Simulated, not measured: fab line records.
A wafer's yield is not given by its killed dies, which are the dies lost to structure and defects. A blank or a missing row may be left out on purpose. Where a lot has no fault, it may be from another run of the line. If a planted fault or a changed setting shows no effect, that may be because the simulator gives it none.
Struck lot and sound lot, side by side | flow nand-harc | 14 out of 1302 route steps
Sound: these wafers, L409.4, L409.5, L409.6. Wafers struck: L422.1, L422.4, L422.5. At the end, the cause is stated.
For every step that has rows: the tool of each side, followed by ch and its chambers, followed by its first start. Under that, the readings that differ: sound wafers | struck wafers | difference of the means | sigmas: that difference in standard deviations of wafers without a fault.
alike: words and numbers the same on both sides, and readings whose means are apart by under 2 such deviations; not compared: readings that were withheld, readings missing a value for some wafer, numbers with overlapping values and no deviation given by the record, and bounds like >300 which may hide the same value.
A row with sigmas, a row that says differs or no value, or rows on one side alone: a step with any of these is where the two part. Numbers that have no deviation but don't overlap get no sigmas and don't part them. A reading that every wafer of one side lacks parts them only if that side has two wafers or more.

NHARC_A_M1_PVD_20: deposits TaN, target thk 5 nm, time 8.06 s.
  sound on pvd-sputter-01; struck on pvd-sputter-02
  alike: throttle-valve-pct
NHARC_A_M1_PVD_21: deposits Cu, target thk 30 nm, time 20.49 s.
  sound on pvd-sputter-01; struck on pvd-sputter-02
  alike: throttle-valve-pct
then, 3 steps without rows for these wafers: NHARC_A_M1_ECD_22 (material Cu, target thk 400 nm); NHARC_A_M1_ANNEAL_31 (time 90 s); NHARC_A_M1_CMP_23 (polishes, t overpolish 20 s, target thk 154.34 nm).
NHARC_A_M1_THK_MEAS_24: measures by xrf.
  sound: film-metro-01 at day 24 00:41; struck: film-metro-01 at day 28 23:07
  alike: thk-nm
then, 1 step without rows for these wafers: NHARC_A_M1_SRD_25.
NHARC_A_M1_INSPECT_27:
  sound: defect-inspect-02 at day 24 00:50; struck: defect-inspect-02 at day 28 23:17
  alike: raw-defect-count
NHARC_A_M1_PRE_CLEAN_32: time 12 s.
  sound on pecvd-04 ch 0,1,2, day 24 00:56; struck on pecvd-04 ch 0,1, day 28 23:22
  alike: heater-power-w
NHARC_A_M1_DEP_33: deposits SiCN, target thk 30 nm.
  sound on pecvd-04 ch 0,1,2, day 24 01:07; struck on pecvd-04 ch 0,1, day 28 23:28
  alike: chamber-pressure-Torr, heater-power-w
NHARC_A_BONDPAD_DEP_00: deposits SiCN, target thk 250 nm.
  sound on pecvd-02 ch 0,1,2, day 24 01:40; struck on pecvd-02 ch 0,1, day 29 00:04
  alike: chamber-pressure-Torr, heater-power-w
NHARC_A_BONDPAD_CMP_29: polishes SiCN, target thk 200 nm.
  sound on cmp-03 ch 0,1,2, day 24 02:00; struck on cmp-04 ch 1,2,3, day 29 00:25
  no value came back on the struck wafers for edge-zone-pressure-frac, motor-current-A (A); on the sound wafers edge-zone-pressure-frac reads 1.010 1.009 0.999
  not compared: pad-life-wafers
NHARC_A_BONDPAD_THK_MEAS_30: measures by ellipsometry.
  sound: film-metro-01 at day 24 02:12; struck: film-metro-01 at day 29 00:38
  reading     | sound             | struck            | difference | sigmas
  thk-nm (nm) | 199.5 202.1 201.8 | 248.6 247.9 248.7 | +47.3      | +32
then, 1 step without rows for these wafers: NHARC_A_BONDPAD_SRD_31.

== WHERE THEY PART ==
Last at NHARC_A_BONDPAD_THK_MEAS_30 as far as this record goes, first at NHARC_A_BONDPAD_CMP_29.

WHY: whatever the simulator had introduced
Beginning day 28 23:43, the whole step at NHARC_A_BONDPAD_CMP_29 was skipped on cmp-04. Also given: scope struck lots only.
